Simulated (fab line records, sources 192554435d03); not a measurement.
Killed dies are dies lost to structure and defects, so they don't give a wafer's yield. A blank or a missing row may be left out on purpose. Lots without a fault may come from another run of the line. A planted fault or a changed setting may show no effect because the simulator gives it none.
A struck lot beside a sound one | flow n5_finfet | 34 steps out of a route of 1938
Sound: wafers L187.1, L187.2, L187.3. Struck: wafer L176.6. (L176.2, L176.4 of the same lot were not struck and are left out.) The cause comes at the end.
At each step with rows: each side's tool, then ch and its chambers, then its first start. Under that, the readings that differ: sound wafers | struck wafers | difference of the means | sigmas: that difference in standard deviations of wafers without a fault.
alike: readings whose means differ by less than 2 such deviations, and words and numbers that are the same on both sides. not compared: withheld readings, readings that some wafer has no value for, bounds like >300 that may hide the same value, and numbers for which the record gives no deviation and whose values overlap.
The two part at a step that has a row with sigmas, a row that says differs or no value, or rows on one side only. Numbers that don't overlap but have no deviation are shown without sigmas and don't part them. A reading that every wafer of one side lacks parts them only if that side has two wafers or more.

first, 9 steps without rows for these wafers: N5_SD_EPI_P_DEVELOP_08 (develop time 30 s); N5_SD_EPI_P_DESCUM_14 (chemistry O2, time 7.9 s); N5_SD_EPI_P_ETCH_36 (etches SiARC in CF4, target depth 45.5 nm, time 75.8 s); N5_SD_EPI_P_ETCH_37 (etches SOC in N2/H2, overetch 108 nm, time 486 s); N5_SD_EPI_P_STRIP_38 (strips in N2/H2); N5_SD_EPI_P_ETCHBACK_46 (etches SiNx in CH3F/O2, stops on SiO2, target depth 17.5 nm); N5_SD_EPI_P_ETCH_47 (etches SiOCN in CH3F/O2, target depth 25 nm); N5_SD_EPI_P_ETCH_16 (etches SiO2 in CHF3/O2, target depth 5 nm); N5_SD_EPI_P_STRIP_50 (strips in CHF3/O2).
N5_SD_EPI_P_SD_RECESS_17: chemistry HBr/Cl2/O2, target depth 39.1 nm, bt time 3 s.
  sound on rie_si-04 ch 0,2,3, day 8 12:15; struck on rie_si-06 ch 0, day 5 20:46
  reading                              | sound             | struck | difference | sigmas
  oes_product_au (a.u.)                | 0.988 0.998 0.997 | 1.115  | +0.121     | +8
  model.SD_EPI_P.feature_depth_nm (nm) | 39 39.4 38.6      | 61.8   | +22.8      |
  model.etch.depth_nm (nm)             | 38.93 39.48 38.67 | 61.75  | +22.72     |
  alike: drypump_motor_current_A, throttle_valve_pct
  not compared: rf_hours_counter_h
then, 22 steps without rows for these wafers: N5_SD_EPI_P_WET_ETCH_45 (etches SiO2 in dHF, time 10.7 s, target depth 2 nm, rinse time 30 s); N5_SD_EPI_P_STRIP_40 (strips in N2/H2); N5_SD_EPI_P_PRECLEAN_52 (cleans in O3/DIW, time 60 s); N5_SD_EPI_P_SRD_20 (time 30 s); N5_SD_EPI_P_PRECLEAN_51 (cleans in NF3:NH3, afs cycles 1, time 20 s, sublimation time 60 s); N5_SD_EPI_P_VAPOR_ETCH_44 (etches SiGe30 in NF3/Ar, time 3.3 s); N5_SD_EPI_P_EPI_21 (deposits SiGe:B, time 355 s); N5_SD_EPI_P_HM_STRIP_48 (strips SiNx in H3PO4, material SiNx, target depth 3 nm); N5_SD_EPI_P_SRD_49 (time 30 s); N5_SD_EPI_P_PRECLEAN_24 (cleans in O3/DIW, time 45 s); N5_SD_EPI_P_PRECLEAN_32 (cleans in dHF, time 10 s); N5_SD_EPI_P_PRECLEAN_33 (cleans in SC2, time 45 s); N5_SD_EPI_P_SRD_25 (time 30 s); N5_SD_ACTIVATION_RTA_00 (time 0 s); N5_SD_ACTIVATION_LSA_01 (time 0.0008 s); N5_ILD0_LINER_00 (material SiNx, target thk 4 nm, pulse time 1 s, purge time 2 s); N5_ILD0_FCVD_FILL_01 (material SiO2 flowable, target thk 200 nm, time 328.3 s); N5_ILD0_CURE_02 (time 1800 s); N5_ILD0_CMP_03 (polishes, stops on SiNx, t overpolish 1.9 s, target thk 197.38 nm); N5_ILD0_CMP_07 (polishes SiO2 flowable, stops on poly-Si, t overpolish 1.18 s, target thk 138.88 nm); N5_ILD0_PRECLEAN_10 (cleans in NF3:NH3, afs cycles 5, time 20 s, sublimation time 60 s); N5_ILD0_ALD_15 (deposits SiNx, target thk 24 nm, pulse time 1 s, ald cycles 480).
-- the record jumps here: 5 days lie between the struck wafers' starts before and after (it left off in module ILD0 and takes up again in module BEOL_M4, whose first step shown is number 1111 of the route) --
N5_BEOL_M4_RC_MEAS_101:
  sound on prober-01 ch 0, day 13 09:05; struck on prober-01 ch 0, day 10 14:01
  reading       | sound       | struck | difference | sigmas
  ION_N (uA/um) | 673 696 672 | 652    | -28        | -2
  alike: DIBL_N, IOFF_N, SS_N, VT_N
  not compared: CJ_P, DIBL_P, EOT_P, IGATE_P, IOFF_P, IOFF_P_85C, IOFF_P_LIN, IOFF_P_LONG, ION_P, RC_DENSE_P, RC_P, REXT_P, RS_SD_P, SS_P, VT_P, VT_P_LONG, VT_P_LVT
-- the record jumps here: 5 days lie between the struck wafers' starts before and after (it left off in module BEOL_M4 and takes up again in module PASSIVATION, whose first step shown is number 1936 of the route) --
N5_PASSIVATION_PROBE_49:
  sound on prober-02, day 18 03:12; struck on prober-01, day 15 07:49
  reading                | sound          | struck | difference | sigmas
  sort_bin_4_leakage (%) | 0 0 0          | 92.97  | +92.97     | +99 or more
  sort_n_pass            | 1085 1079 1085 | 0      | -1083      | -52
  sort_yield_pct (%)     | 91.9 91.4 91.9 | 0      | -92        | -54
  alike: defect_limited_yield, killed_at_M0_to_M3, killed_at_M4_up, killed_at_contacts, killed_at_front_end, killed_at_other, killed_dies, killed_open, killed_short, sort_bin_5_function, sort_bin_6_memory

WHERE THEY PART
First at N5_SD_EPI_P_SD_RECESS_17; last, within this record, at N5_PASSIVATION_PROBE_49.

WHY: what the simulator had put in
Process parameter drift: rie_si-06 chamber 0, from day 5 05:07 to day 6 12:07, at N5_SD_EPI_P_SD_RECESS_17. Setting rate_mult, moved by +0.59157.
